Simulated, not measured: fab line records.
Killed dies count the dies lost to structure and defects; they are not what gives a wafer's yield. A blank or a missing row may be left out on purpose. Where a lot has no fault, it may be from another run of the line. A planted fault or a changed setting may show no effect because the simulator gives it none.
Which tool did it? || flow nand-harc || Sampling: 12 lots, 36 wafers, 5 of 1159 route steps

== WHAT THE GAUGES READ, wafer by wafer ==
NHARC_END_WLT_00. Usual: VT_DECK1_BOTTOM 0.871, standard deviation 0.0078; VT_DECK1_BOTTOM_INNER 0.872, standard deviation 0.0086; VT_DECK1_MEDIAN_NEAR_BOTTOM 0.873, standard deviation 0.0083; VT_DECK1_MEDIAN_NEAR_BOTTOM_INNER 0.873, standard deviation 0.0076; VT_DECK1_MIDDLE 0.884, standard deviation 0.0071; VT_DECK1_MIDDLE_INNER 0.884, standard deviation 0.0074; VT_DECK1_TOP 0.895, standard deviation 0.007; VT_DECK1_TOP_INNER 0.894, standard deviation 0.0077.
{"lot": "L404", "measured": "day 19 13:31", "on": "prober-02", "VT_DECK1_BOTTOM": "0.868 0.863 0.866", "VT_DECK1_BOTTOM_INNER": "0.866 0.870 0.867", "VT_DECK1_MEDIAN_NEAR_BOTTOM": "0.870 0.867 0.870", "VT_DECK1_MEDIAN_NEAR_BOTTOM_INNER": "0.870 0.875 0.864", "VT_DECK1_MIDDLE": "0.875 0.879 0.874", "VT_DECK1_MIDDLE_INNER": "0.881 0.883 0.876", "VT_DECK1_TOP": "0.886 0.887 0.887", "VT_DECK1_TOP_INNER": "0.891 0.884 0.890", "flag": ""}
{"lot": "L407", "measured": "day 19 22:57", "on": "prober-01", "VT_DECK1_BOTTOM": "0.885 0.877 0.874", "VT_DECK1_BOTTOM_INNER": "0.869 0.869 0.870", "VT_DECK1_MEDIAN_NEAR_BOTTOM": "0.863 0.874 0.881", "VT_DECK1_MEDIAN_NEAR_BOTTOM_INNER": "0.878 0.880 0.865", "VT_DECK1_MIDDLE": "0.885 0.884 0.885", "VT_DECK1_MIDDLE_INNER": "0.885 0.884 0.895", "VT_DECK1_TOP": "0.896 0.899 0.891", "VT_DECK1_TOP_INNER": "0.886 0.899 0.894", "flag": ""}
{"lot": "L406", "measured": "day 19 22:16", "on": "prober-02", "VT_DECK1_BOTTOM": "0.851 0.862 0.847", "VT_DECK1_BOTTOM_INNER": "0.853 0.863 0.847", "VT_DECK1_MEDIAN_NEAR_BOTTOM": "0.855 0.866 0.853", "VT_DECK1_MEDIAN_NEAR_BOTTOM_INNER": "0.862 0.861 0.858", "VT_DECK1_MIDDLE": "0.870 0.872 0.867", "VT_DECK1_MIDDLE_INNER": "0.861 0.863 0.864", "VT_DECK1_TOP": "0.877 0.889 0.880", "VT_DECK1_TOP_INNER": "0.880 0.884 0.878", "flag": ""}
{"lot": "L409", "measured": "day 20 09:46", "on": "prober-02", "VT_DECK1_BOTTOM": "0.874 0.880 0.870", "VT_DECK1_BOTTOM_INNER": "0.876 0.882 0.868", "VT_DECK1_MEDIAN_NEAR_BOTTOM": "0.880 0.873 0.874", "VT_DECK1_MEDIAN_NEAR_BOTTOM_INNER": "0.879 0.876 0.871", "VT_DECK1_MIDDLE": "0.887 0.884 0.888", "VT_DECK1_MIDDLE_INNER": "0.891 0.887 0.882", "VT_DECK1_TOP": "0.899 0.900 0.904", "VT_DECK1_TOP_INNER": "0.902 0.901 0.900", "flag": ""}
{"lot": "L411", "measured": "day 20 18:01", "on": "prober-01", "VT_DECK1_BOTTOM": "0.870 0.873 0.866", "VT_DECK1_BOTTOM_INNER": "0.869 0.872 0.863", "VT_DECK1_MEDIAN_NEAR_BOTTOM": "0.864 0.869 0.874", "VT_DECK1_MEDIAN_NEAR_BOTTOM_INNER": "0.863 0.872 0.871", "VT_DECK1_MIDDLE": "0.882 0.877 0.878", "VT_DECK1_MIDDLE_INNER": "0.881 0.881 0.888", "VT_DECK1_TOP": "0.890 0.892 0.884", "VT_DECK1_TOP_INNER": "0.887 0.884 0.889", "flag": ""}
{"lot": "L410", "measured": "day 20 18:02", "on": "prober-02", "VT_DECK1_BOTTOM": "0.876 0.872 0.865", "VT_DECK1_BOTTOM_INNER": "0.862 0.867 0.872", "VT_DECK1_MEDIAN_NEAR_BOTTOM": "0.864 0.870 0.878", "VT_DECK1_MEDIAN_NEAR_BOTTOM_INNER": "0.871 0.870 0.866", "VT_DECK1_MIDDLE": "0.878 0.881 0.882", "VT_DECK1_MIDDLE_INNER": "0.879 0.876 0.886", "VT_DECK1_TOP": "0.894 0.893 0.888", "VT_DECK1_TOP_INNER": "0.891 0.888 0.889", "flag": ""}
{"lot": "L418", "measured": "day 21 22:59", "on": "prober-02", "VT_DECK1_BOTTOM": "0.873 0.877 0.864", "VT_DECK1_BOTTOM_INNER": "0.864 0.882 0.860", "VT_DECK1_MEDIAN_NEAR_BOTTOM": "0.872 0.874 0.868", "VT_DECK1_MEDIAN_NEAR_BOTTOM_INNER": "0.873 0.872 0.872", "VT_DECK1_MIDDLE": "0.881 0.882 0.883", "VT_DECK1_MIDDLE_INNER": "0.884 0.887 0.882", "VT_DECK1_TOP": "0.898 0.893 0.901", "VT_DECK1_TOP_INNER": "0.893 0.904 0.900", "flag": ""}
{"lot": "L421", "measured": "day 24 08:01", "on": "prober-01", "VT_DECK1_BOTTOM": "0.882 0.871", "VT_DECK1_BOTTOM_INNER": "0.881 0.869", "VT_DECK1_MEDIAN_NEAR_BOTTOM": "0.883 0.875", "VT_DECK1_MEDIAN_NEAR_BOTTOM_INNER": "0.887 0.872", "VT_DECK1_MIDDLE": "0.884 0.887", "VT_DECK1_MIDDLE_INNER": "0.885 0.886", "VT_DECK1_TOP": "0.899 0.902", "VT_DECK1_TOP_INNER": "0.896 0.899", "flag": ""}
{"lot": "L422", "measured": "day 24 05:58", "on": "prober-02", "VT_DECK1_BOTTOM": "0.866 0.871 0.868", "VT_DECK1_BOTTOM_INNER": "0.869 0.868 0.876", "VT_DECK1_MEDIAN_NEAR_BOTTOM": "0.867 0.878 0.868", "VT_DECK1_MEDIAN_NEAR_BOTTOM_INNER": "0.866 0.871 0.868", "VT_DECK1_MIDDLE": "0.886 0.880 0.880", "VT_DECK1_MIDDLE_INNER": "0.888 0.884 0.889", "VT_DECK1_TOP": "0.902 0.896 0.900", "VT_DECK1_TOP_INNER": "0.890 0.901 0.890", "flag": ""}
{"lot": "L423", "measured": "day 24 14:13", "on": "prober-02", "VT_DECK1_BOTTOM": "0.868 0.863 0.878", "VT_DECK1_BOTTOM_INNER": "0.882 0.858 0.866", "VT_DECK1_MEDIAN_NEAR_BOTTOM": "0.878 0.868 0.865", "VT_DECK1_MEDIAN_NEAR_BOTTOM_INNER": "0.872 0.872 0.872", "VT_DECK1_MIDDLE": "0.886 0.881 0.891", "VT_DECK1_MIDDLE_INNER": "0.887 0.893 0.893", "VT_DECK1_TOP": "0.883 0.904 0.894", "VT_DECK1_TOP_INNER": "0.898 0.894 0.908", "flag": ""}
{"lot": "L426", "measured": "day 24 13:49", "on": "prober-01", "VT_DECK1_BOTTOM": "0.866 0.866 0.872", "VT_DECK1_BOTTOM_INNER": "0.873 0.870 0.874", "VT_DECK1_MEDIAN_NEAR_BOTTOM": "0.868 0.865 0.880", "VT_DECK1_MEDIAN_NEAR_BOTTOM_INNER": "0.867 0.875 0.882", "VT_DECK1_MIDDLE": "0.886 0.884 0.886", "VT_DECK1_MIDDLE_INNER": "0.885 0.886 0.888", "VT_DECK1_TOP": "0.902 0.899 0.893", "VT_DECK1_TOP_INNER": "0.904 0.896 0.899", "flag": ""}
{"lot": "L427", "measured": "day 25 06:14", "on": "prober-02", "VT_DECK1_BOTTOM": "0.871 0.872 0.884", "VT_DECK1_BOTTOM_INNER": "0.873 0.873 0.885", "VT_DECK1_MEDIAN_NEAR_BOTTOM": "0.880 0.878 0.877", "VT_DECK1_MEDIAN_NEAR_BOTTOM_INNER": "0.878 0.881 0.882", "VT_DECK1_MIDDLE": "0.898 0.902 0.895", "VT_DECK1_MIDDLE_INNER": "0.889 0.897 0.890", "VT_DECK1_TOP": "0.906 0.906 0.902", "VT_DECK1_TOP_INNER": "0.910 0.909 0.905", "flag": ""}

NHARC_END_SORT_01. Usual: defect-limited-yield 95.3 %, standard deviation 1.7; killed-at-array 28, standard deviation 11; killed-at-other 0.8, standard deviation 1.1; killed-at-periphery 3.3, standard deviation 2.8; killed-dies 32, standard deviation 11; killed-open 3.3, standard deviation 1.9; killed-short 1.9, standard deviation 1.4; sort_bin_2_pct 1.4 %, standard deviation 0.68; sort_bin_3_pct 0.25 %, standard deviation 0.24; sort_bin_4_pct 3.0 %, standard deviation 1.1; sort-n-pass 645, standard deviation 11; sort-rim-yield-pct 95.3 %, standard deviation 2.5; sort-yield-pct 95.3 %, standard deviation 1.7.
{"lot": "L407", "measured": "day 20 02:50", "on": "prober-01", "defect-limited-yield (%)": "94.5 95.7 94.8", "killed-at-array": "27 19 23", "killed-at-other": "0 1 0", "killed-at-periphery": "10 9 12", "killed-dies": "37 29 35", "killed-open": "1 3 1", "killed-short": "2 0 3", "sort_bin_2_pct (%)": "1.6 1.3 1.6", "sort_bin_3_pct (%)": "0.15 0.15 0.30", "sort_bin_4_pct (%)": "3.7 2.8 3.2", "sort-n-pass": "640 648 642", "sort-rim-yield-pct (%)": "94.3 96.2 95.3", "sort-yield-pct (%)": "94.5 95.7 94.8", "flag": ""}
{"lot": "L421", "measured": "day 24 11:25", "on": "prober-01", "defect-limited-yield (%)": "0 95.3 95.7", "killed-at-array": "23 29 24", "killed-at-other": "4 1 2", "killed-at-periphery": "650 2 3", "killed-dies": "677 32 29", "killed-open": "2 5 4", "killed-short": "3 1 4", "sort_bin_2_pct (%)": "96.8 1.0 1.3", "sort_bin_3_pct (%)": "0.30 0.30 0.15", "sort_bin_4_pct (%)": "3.0 3.4 2.8", "sort-n-pass": "0 645 648", "sort-rim-yield-pct (%)": "0 95.3 98.1", "sort-yield-pct (%)": "0 95.3 95.7", "flag": "OFF"}
{"lot": "L422", "measured": "day 24 08:58", "on": "prober-02", "defect-limited-yield (%)": "93.8 94.1 93.9", "killed-at-array": "40 39 41", "killed-at-other": "1 1 0", "killed-at-periphery": "1 0 0", "killed-dies": "42 40 41", "killed-open": "3 1 2", "killed-short": "0 1 2", "sort_bin_2_pct (%)": "1.8 2.5 2.1", "sort_bin_3_pct (%)": "0.30 0 0.30", "sort_bin_4_pct (%)": "4.1 3.4 3.7", "sort-n-pass": "635 637 636", "sort-rim-yield-pct (%)": "94.3 93.4 95.3", "sort-yield-pct (%)": "93.8 94.1 93.9", "flag": ""}
{"lot": "L423", "measured": "day 24 17:31", "on": "prober-02", "defect-limited-yield (%)": "98.1 97.3 97.9", "killed-at-array": "13 14 10", "killed-at-other": "0 2 2", "killed-at-periphery": "0 2 2", "killed-dies": "13 18 14", "killed-open": "2 6 1", "killed-short": "2 1 1", "sort_bin_2_pct (%)": "0.1 0.6 0.7", "sort_bin_3_pct (%)": "0 0.15 0.15", "sort_bin_4_pct (%)": "1.8 1.9 1.2", "sort-n-pass": "664 659 663", "sort-rim-yield-pct (%)": "98.1 95.3 96.2", "sort-yield-pct (%)": "98.1 97.3 97.9", "flag": ""}
{"lot": "L427", "measured": "day 25 09:50", "on": "prober-02", "defect-limited-yield (%)": "91.9 92.9 93.1", "killed-at-array": "46 44 43", "killed-at-other": "5 2 0", "killed-at-periphery": "4 2 4", "killed-dies": "55 48 47", "killed-open": "4 2 4", "killed-short": "3 2 1", "sort_bin_2_pct (%)": "2.7 2.2 2.5", "sort_bin_3_pct (%)": "0.15 0.44 0.15", "sort_bin_4_pct (%)": "5.3 4.4 4.3", "sort-n-pass": "622 629 630", "sort-rim-yield-pct (%)": "95.3 91.5 94.3", "sort-yield-pct (%)": "91.9 92.9 93.1", "flag": ""}

== TOOL THAT RAN EACH LOT (tool first, then ch and the chambers of the sampled wafers, then the start) ==
{"lot": "L404", "NHARC_P_M0_PVD_21": "pvd-sputter-03, day 6 06:31", "NHARC_THIN_TSV_PVD_19": "pvd-sputter-03, day 19 13:31 or earlier", "NHARC_THIN_TSV_PVD_51": "pvd-sputter-03, day 19 13:31 or earlier"}
{"lot": "L407", "NHARC_P_M0_PVD_21": "pvd-sputter-02, day 6 15:26", "NHARC_THIN_TSV_PVD_19": "pvd-sputter-02, day 19 22:57 or earlier", "NHARC_THIN_TSV_PVD_51": "pvd-sputter-02, day 19 22:57 or earlier"}
{"lot": "L406", "NHARC_P_M0_PVD_21": "pvd-sputter-01, day 6 16:04", "NHARC_THIN_TSV_PVD_19": "pvd-sputter-03, day 19 22:16 or earlier", "NHARC_THIN_TSV_PVD_51": "pvd-sputter-03, day 19 22:16 or earlier"}
{"lot": "L409", "NHARC_P_M0_PVD_21": "pvd-sputter-01, day 6 21:44", "NHARC_THIN_TSV_PVD_19": "pvd-sputter-02, day 20 09:46 or earlier", "NHARC_THIN_TSV_PVD_51": "pvd-sputter-02, day 20 09:46 or earlier"}
{"lot": "L411", "NHARC_P_M0_PVD_21": "pvd-sputter-03, day 7 11:48", "NHARC_THIN_TSV_PVD_19": "pvd-sputter-01, day 20 18:01 or earlier", "NHARC_THIN_TSV_PVD_51": "pvd-sputter-01, day 20 18:01 or earlier"}
{"lot": "L410", "NHARC_P_M0_PVD_21": "pvd-sputter-02, day 7 12:49", "NHARC_THIN_TSV_PVD_19": "pvd-sputter-02, day 20 18:02 or earlier", "NHARC_THIN_TSV_PVD_51": "pvd-sputter-02, day 20 18:02 or earlier"}
{"lot": "L418", "NHARC_P_M0_PVD_21": "pvd-sputter-03, day 9 03:33", "NHARC_THIN_TSV_PVD_19": "pvd-sputter-03, day 21 22:59 or earlier", "NHARC_THIN_TSV_PVD_51": "pvd-sputter-03, day 21 22:59 or earlier"}
{"lot": "L421", "NHARC_P_M0_PVD_21": "pvd-sputter-01, day 10 05:29", "NHARC_THIN_TSV_PVD_19": "pvd-sputter-02, day 24 08:01 or earlier", "NHARC_THIN_TSV_PVD_51": "pvd-sputter-02, day 24 08:01 or earlier"}
{"lot": "L422", "NHARC_P_M0_PVD_21": "pvd-sputter-03, day 10 05:58", "NHARC_THIN_TSV_PVD_19": "pvd-sputter-02, day 24 05:58 or earlier", "NHARC_THIN_TSV_PVD_51": "pvd-sputter-02, day 24 05:58 or earlier"}
{"lot": "L423", "NHARC_P_M0_PVD_21": "pvd-sputter-03, day 10 09:53", "NHARC_THIN_TSV_PVD_19": "pvd-sputter-03, day 24 14:13 or earlier", "NHARC_THIN_TSV_PVD_51": "pvd-sputter-03, day 24 14:13 or earlier"}
{"lot": "L426", "NHARC_P_M0_PVD_21": "pvd-sputter-03, day 11 08:48", "NHARC_THIN_TSV_PVD_19": "pvd-sputter-03, day 24 13:49 or earlier", "NHARC_THIN_TSV_PVD_51": "pvd-sputter-03, day 24 13:49 or earlier"}
{"lot": "L427", "NHARC_P_M0_PVD_21": "pvd-sputter-02, day 11 09:10", "NHARC_THIN_TSV_PVD_19": "pvd-sputter-03, day 25 06:14 or earlier", "NHARC_THIN_TSV_PVD_51": "pvd-sputter-03, day 25 06:14 or earlier"}
- NHARC_P_M0_PVD_21: deposits Cu, target thk 30 nm, time 20.49 s.
- NHARC_THIN_TSV_PVD_19: deposits TaN, target thk 20 nm.
- NHARC_THIN_TSV_PVD_51: deposits Cu, target thk 100 nm.

== WHAT THE TOOLS THEMSELVES READ (means of the sampled wafers that have a number; where no wafer has one, the mark that the record gives instead) ==
NHARC_P_M0_PVD_21. Usual: 29.9 % for throttle-valve-pct, sd 1.1.
{"lot": "L404", "tool": "pvd-sputter-03", "throttle-valve-pct (%)": 30.2, "flag": ""}
{"lot": "L407", "tool": "pvd-sputter-02", "throttle-valve-pct (%)": 29.4, "flag": ""}
{"lot": "L406", "tool": "pvd-sputter-01", "throttle-valve-pct (%)": 29.3, "flag": ""}
{"lot": "L409", "tool": "pvd-sputter-01", "throttle-valve-pct (%)": 29.4, "flag": ""}
{"lot": "L411", "tool": "pvd-sputter-03", "throttle-valve-pct (%)": 30.2, "flag": ""}
{"lot": "L410", "tool": "pvd-sputter-02", "throttle-valve-pct (%)": 29.7, "flag": ""}
{"lot": "L418", "tool": "pvd-sputter-03", "throttle-valve-pct (%)": 29.6, "flag": ""}
{"lot": "L421", "tool": "pvd-sputter-01", "throttle-valve-pct (%)": 29.0, "flag": ""}
{"lot": "L422", "tool": "pvd-sputter-03", "throttle-valve-pct (%)": 30.1, "flag": ""}
{"lot": "L423", "tool": "pvd-sputter-03", "throttle-valve-pct (%)": 30.3, "flag": ""}
{"lot": "L426", "tool": "pvd-sputter-03", "throttle-valve-pct (%)": 30.3, "flag": ""}
{"lot": "L427", "tool": "pvd-sputter-02", "throttle-valve-pct (%)": 29.5, "flag": ""}

NHARC_THIN_TSV_PVD_19. Usual: 29.9 % for throttle-valve-pct, sd 1.
{"lot": "L404", "tool": "pvd-sputter-03", "throttle-valve-pct (%)": 30.3, "flag": ""}
{"lot": "L407", "tool": "pvd-sputter-02", "throttle-valve-pct (%)": 29.4, "flag": ""}
{"lot": "L406", "tool": "pvd-sputter-03", "throttle-valve-pct (%)": 29.5, "flag": ""}
{"lot": "L409", "tool": "pvd-sputter-02", "throttle-valve-pct (%)": 29.7, "flag": ""}
{"lot": "L411", "tool": "pvd-sputter-01", "throttle-valve-pct (%)": 29.1, "flag": ""}
{"lot": "L410", "tool": "pvd-sputter-02", "throttle-valve-pct (%)": 29.8, "flag": ""}
{"lot": "L418", "tool": "pvd-sputter-03", "throttle-valve-pct (%)": 29.9, "flag": ""}
{"lot": "L421", "tool": "pvd-sputter-02", "throttle-valve-pct (%)": 30.0, "flag": ""}
{"lot": "L422", "tool": "pvd-sputter-02", "throttle-valve-pct (%)": 30.3, "flag": ""}
{"lot": "L423", "tool": "pvd-sputter-03", "throttle-valve-pct (%)": 30.8, "flag": ""}
{"lot": "L426", "tool": "pvd-sputter-03", "throttle-valve-pct (%)": 30.4, "flag": ""}
{"lot": "L427", "tool": "pvd-sputter-03", "throttle-valve-pct (%)": 30.4, "flag": ""}

NHARC_THIN_TSV_PVD_51. Usual: 29.9 % for throttle-valve-pct, sd 1.
{"lot": "L404", "tool": "pvd-sputter-03", "throttle-valve-pct (%)": 30.7, "flag": ""}
{"lot": "L407", "tool": "pvd-sputter-02", "throttle-valve-pct (%)": 29.3, "flag": ""}
{"lot": "L406", "tool": "pvd-sputter-03", "throttle-valve-pct (%)": 29.9, "flag": ""}
{"lot": "L409", "tool": "pvd-sputter-02", "throttle-valve-pct (%)": 30.1, "flag": ""}
{"lot": "L411", "tool": "pvd-sputter-01", "throttle-valve-pct (%)": 29.8, "flag": ""}
{"lot": "L410", "tool": "pvd-sputter-02", "throttle-valve-pct (%)": 29.3, "flag": ""}
{"lot": "L418", "tool": "pvd-sputter-03", "throttle-valve-pct (%)": 30.7, "flag": ""}
{"lot": "L421", "tool": "pvd-sputter-02", "throttle-valve-pct (%)": 29.9, "flag": ""}
{"lot": "L422", "tool": "pvd-sputter-02", "throttle-valve-pct (%)": 29.2, "flag": ""}
{"lot": "L423", "tool": "pvd-sputter-03", "throttle-valve-pct (%)": 29.8, "flag": ""}
{"lot": "L426", "tool": "pvd-sputter-03", "throttle-valve-pct (%)": 30.2, "flag": ""}
{"lot": "L427", "tool": "pvd-sputter-03", "throttle-valve-pct (%)": 29.9, "flag": ""}

== THE ANSWER, worked out from the rows above alone ==
Rule: a lot is off if the mean of its wafers that have a number lies more than 3 standard deviations from the usual mean. A lot without any number at a reading at which 4 lots or more have one is off too. The other lots that the step has rows for count as sound. The gauges are gone through in route order, then the tools' own readings, and for those a lot's mean is taken as printed above. The first step at which some lot is off is used, and at that step the reading that is off furthest; a lot without a number counts as furthest.
Off at NHARC_END_SORT_01 (killed-at-periphery): L421. Neither off nor sound, because the step has no rows for them: L404, L406, L409, L411, L410, L418, L426.
A tool fits if, at a process step before that reading, it ran every lot that is off, and no sound lot after the first of them. Gauges at NHARC_END_SORT_01: tried the same way as those tools. With no start given for some of its lots, NHARC_THIN_TSV_PVD_19 uses the hours and lot order of NHARC_END_WLT_00. With no start given for some of its lots, NHARC_THIN_TSV_PVD_51 uses the hours and lot order of NHARC_END_WLT_00. Can't be told from this: 3 tools fit, pvd-sputter-01 at NHARC_P_M0_PVD_21, pvd-sputter-02 at NHARC_THIN_TSV_PVD_19 and NHARC_THIN_TSV_PVD_51, prober-01 at NHARC_END_SORT_01.

== WHAT HAD BEEN PUT IN BY THE SIMULATOR ==
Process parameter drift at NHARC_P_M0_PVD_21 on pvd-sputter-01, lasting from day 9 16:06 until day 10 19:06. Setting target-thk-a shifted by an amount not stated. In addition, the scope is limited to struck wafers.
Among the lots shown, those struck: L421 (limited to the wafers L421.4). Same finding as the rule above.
